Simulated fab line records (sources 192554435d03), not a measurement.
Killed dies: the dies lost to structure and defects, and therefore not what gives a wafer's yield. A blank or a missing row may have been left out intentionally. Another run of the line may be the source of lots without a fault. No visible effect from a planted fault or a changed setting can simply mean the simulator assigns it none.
Split-lot trial + flow n5_finfet + 21 wafers read from 7 lots, route of 1938 steps

## SPLIT DETAILS
At N5_MIM_BOT_SPUTTER_00 (material TiN, target thk 35 nm, time 89.7 s), the setting time_s was moved away from the recipe's 89.7 s on 6 of the 21 wafers read, by -12.9% to +5.4%. All remaining wafers had this setting at the recipe value.

The reading is taken at the split's own step.

## THE READING
TiN_of_MIM_BOT_SPUTTER_00.thk_nm (the simulator's own value, which no gauge read), in nm, at N5_MIM_BOT_SPUTTER_00 (material TiN, target thk 35 nm, time 89.7 s). The file gives no usual value for it. Average 35.3 nm, standard deviation 0.19 nm, over the 15 wafers here run with the recipe.

| wafer  | tool, chamber at the split | time_s as run, s | against the recipe | TiN_of_MIM_BOT_SPUTTER_00.thk_nm, nm | against lot-mates on the recipe |
|--------|----------------------------|------------------|--------------------|--------------------------------------|---------------------------------|
| L077.1 | pvd_sputter-02, -          | 89.7             | recipe             | 35.4                                 | -                               |
| L077.4 | pvd_sputter-02, -          | 89.7             | recipe             | 35.4                                 | -                               |
| L077.5 | pvd_sputter-02, -          | 89.7             | recipe             | 35.4                                 | -                               |
| L075.2 | pvd_sputter-03, -          | 89.7             | recipe             | 35.6                                 | -                               |
| L075.3 | pvd_sputter-03, -          | 89.7             | recipe             | 35.4                                 | -                               |
| L075.6 | pvd_sputter-03, -          | 94.53            | +5.4%              | 37.2                                 | +1.7                            |
| L082.2 | pvd_sputter-01, -          | 89.7             | recipe             | 35.4                                 | -                               |
| L082.4 | pvd_sputter-01, -          | 89.7             | recipe             | 35.6                                 | -                               |
| L082.5 | pvd_sputter-01, -          | 84               | -6.4%              | 33                                   | -2.5                            |
| L083.2 | pvd_sputter-01, -          | 89.7             | recipe             | 35.2                                 | -                               |
| L083.6 | pvd_sputter-01, -          | 89.7             | recipe             | 35.2                                 | -                               |
| L083.3 | pvd_sputter-01, -          | 89.7             | recipe             | 35                                   | -                               |
| L089.1 | pvd_sputter-01, -          | 78.82            | -12.1%             | 30.8                                 | -4.4                            |
| L089.3 | pvd_sputter-01, -          | 78.82            | -12.1%             | 30.6                                 | -4.6                            |
| L089.4 | pvd_sputter-01, -          | 89.7             | recipe             | 35.2                                 | -                               |
| L088.1 | pvd_sputter-02, -          | 89.7             | recipe             | 35.2                                 | -                               |
| L088.2 | pvd_sputter-02, -          | 94.24            | +5.1%              | 37                                   | +1.9                            |
| L088.6 | pvd_sputter-02, -          | 89.7             | recipe             | 35                                   | -                               |
| L097.2 | pvd_sputter-03, -          | 78.1             | -12.9%             | 30.4                                 | -4.7                            |
| L097.4 | pvd_sputter-03, -          | 89.7             | recipe             | 35.2                                 | -                               |
| L097.5 | pvd_sputter-03, -          | 89.7             | recipe             | 35                                   | -                               |

FIT RESULTS
A straight line over all 21 wafers: TiN_of_MIM_BOT_SPUTTER_00.thk_nm changes by +0.372 nm for each +1% of time_s; r = +1.00; the points scatter about the line by 0.18 nm.
The same after taking each lot's own level away (the mean of its wafers on the recipe; 21 wafers): +0.366 nm for each +1%; r = +1.00; scatter 0.11 nm.
On that fit, the largest move of time_s shifts the reading by 4.7 nm.
From 35.10 to 35.50 nm: that is the span of the lots' own levels, equal to 2.1 times the standard deviation above.
The two slopes agree, so the slope changes little with the lot-to-lot level.
Check: -4.79 nm against its lot-mates is what the line predicts for one of the wafers moved furthest among these (-12.9%) when that wafer is left out of the fit. Against them it came out at -4.7 nm.

## ADDITIONAL SPLITS CARRIED BY THESE WAFERS
Before the reading, these wafers also passed through other splits. Each is held against what the fit with the lots' levels taken away leaves over:
| other split on the same wafers        | wafers away from the commonest value | r with TiN_of_MIM_BOT_SPUTTER_00.thk_nm (lot level and that fit taken away) |
|---------------------------------------|--------------------------------------|-----------------------------------------------------------------------------|
| N5_BEOL_M11_ETCH_62 time_s            | 4                                    | -0.32                                                                       |
| N5_BEOL_M11_COAT_63 spin_rpm          | 6                                    | -0.26                                                                       |
| N5_BEOL_M12_SPUTTER_44 time_s         | 8                                    | -0.14                                                                       |
| N5_BEOL_M13_ILD_DEP_00 time_s         | 8                                    | +0.15                                                                       |
| N5_BEOL_M14_COAT_22 spin_rpm          | 6                                    | +0.00                                                                       |
| N5_BEOL_M14_PEB_26 peb_temp_c         | 10                                   | -0.01                                                                       |
| N5_BEOL_M14_DEVELOP_27 develop_time_s | 5                                    | +0.26                                                                       |

## THE FILE'S OWN FIT
TiN_of_MIM_BOT_SPUTTER_00.thk_nm changes by +0.366 nm for each +1% of time_s, r = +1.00.
